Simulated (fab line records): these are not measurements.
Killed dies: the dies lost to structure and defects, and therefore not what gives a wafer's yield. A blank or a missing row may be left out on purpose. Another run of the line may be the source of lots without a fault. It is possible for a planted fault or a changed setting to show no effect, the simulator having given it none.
Chamber matching || flow nandHarc || pecvd-04 running NHARC_P_M2_DEP_33: 3 sister chambers
The step deposits SiCN, target thk 30 nm. 6 wafers are shown with their chamber, then 12 later ones without.

== EACH WAFER AND ITS CHAMBER ==
{"wafer": "L086.1", "chamber": 1, "heaterPowerW (W)": 516, "rfFwdPowerW (W)": 450.6}
{"wafer": "L086.2", "chamber": 0, "heaterPowerW (W)": 621, "rfFwdPowerW (W)": 449.8}
{"wafer": "L086.6", "chamber": 2, "heaterPowerW (W)": 532, "rfFwdPowerW (W)": 450.9}
{"wafer": "L088.1", "chamber": 2, "heaterPowerW (W)": 562, "rfFwdPowerW (W)": 448.1}
{"wafer": "L088.2", "chamber": 1, "heaterPowerW (W)": 527, "rfFwdPowerW (W)": 448.5}
{"wafer": "L088.3", "chamber": 0, "heaterPowerW (W)": 595, "rfFwdPowerW (W)": 450.6}

== WAFERS MISSING THEIR CHAMBER ==
{"wafer": "L090.1", "heaterPowerW (W)": 537, "rfFwdPowerW (W)": 449.1}
{"wafer": "L090.5", "heaterPowerW (W)": 584, "rfFwdPowerW (W)": 449.3}
{"wafer": "L090.6", "heaterPowerW (W)": 563, "rfFwdPowerW (W)": 450.3}
{"wafer": "L094.2", "heaterPowerW (W)": 623, "rfFwdPowerW (W)": 449.9}
{"wafer": "L094.4", "heaterPowerW (W)": 562, "rfFwdPowerW (W)": 449.8}
{"wafer": "L094.6", "heaterPowerW (W)": 492, "rfFwdPowerW (W)": 448.9}
{"wafer": "L095.3", "heaterPowerW (W)": 579, "rfFwdPowerW (W)": 452.4}
{"wafer": "L095.4", "heaterPowerW (W)": 519, "rfFwdPowerW (W)": 450.1}
{"wafer": "L095.5", "heaterPowerW (W)": 586, "rfFwdPowerW (W)": 451.8}
{"wafer": "L096.1", "heaterPowerW (W)": 498, "rfFwdPowerW (W)": 449.9}
{"wafer": "L096.4", "heaterPowerW (W)": 493, "rfFwdPowerW (W)": 449.7}
{"wafer": "L096.5", "heaterPowerW (W)": 503, "rfFwdPowerW (W)": 448.1}

== WHICH CHAMBER EACH ONE RAN IN ==
{"wafer": "L090.1", "from the rows above": "can't be placed: 2 or 1", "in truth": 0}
{"wafer": "L090.5", "from the rows above": "can't be placed: 0 or 2", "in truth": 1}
{"wafer": "L090.6", "from the rows above": "can't be placed: 2 or 1 or 0", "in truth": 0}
{"wafer": "L094.2", "from the rows above": 0, "in truth": 0}
{"wafer": "L094.4", "from the rows above": "can't be placed: 2 or 1 or 0", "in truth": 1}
{"wafer": "L094.6", "from the rows above": "can't be placed: 1 or 2", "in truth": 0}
{"wafer": "L095.3", "from the rows above": "can't be placed: 0 or 2 or 1", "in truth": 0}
{"wafer": "L095.4", "from the rows above": "can't be placed: 1 or 2", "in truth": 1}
{"wafer": "L095.5", "from the rows above": "can't be placed: 0 or 2", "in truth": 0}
{"wafer": "L096.1", "from the rows above": "can't be placed: 1 or 2", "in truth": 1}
{"wafer": "L096.4", "from the rows above": "can't be placed: 1 or 2", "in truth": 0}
{"wafer": "L096.5", "from the rows above": "can't be placed: 1 or 2", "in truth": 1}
1 of 12 placed correctly. These rows do not allow placing 11 (true chamber among the candidates in 7). Number placed wrongly: 0.
How it was worked out, from the rows above alone: a wafer's distance from a chamber is the root of the sum, over the readings, of the square of ((its reading less the chamber's mean) divided by the reading's scatter). If the next closest chamber is less than 2 further off than the closest, the wafer can't be placed; otherwise it belongs to the closest. The mean given for a chamber averages the wafers shown for that chamber. The scatter is the square root of a quotient: the sum, over the shown wafers, of each reading's squared deviation from its chamber's mean, divided by wafers minus chambers.
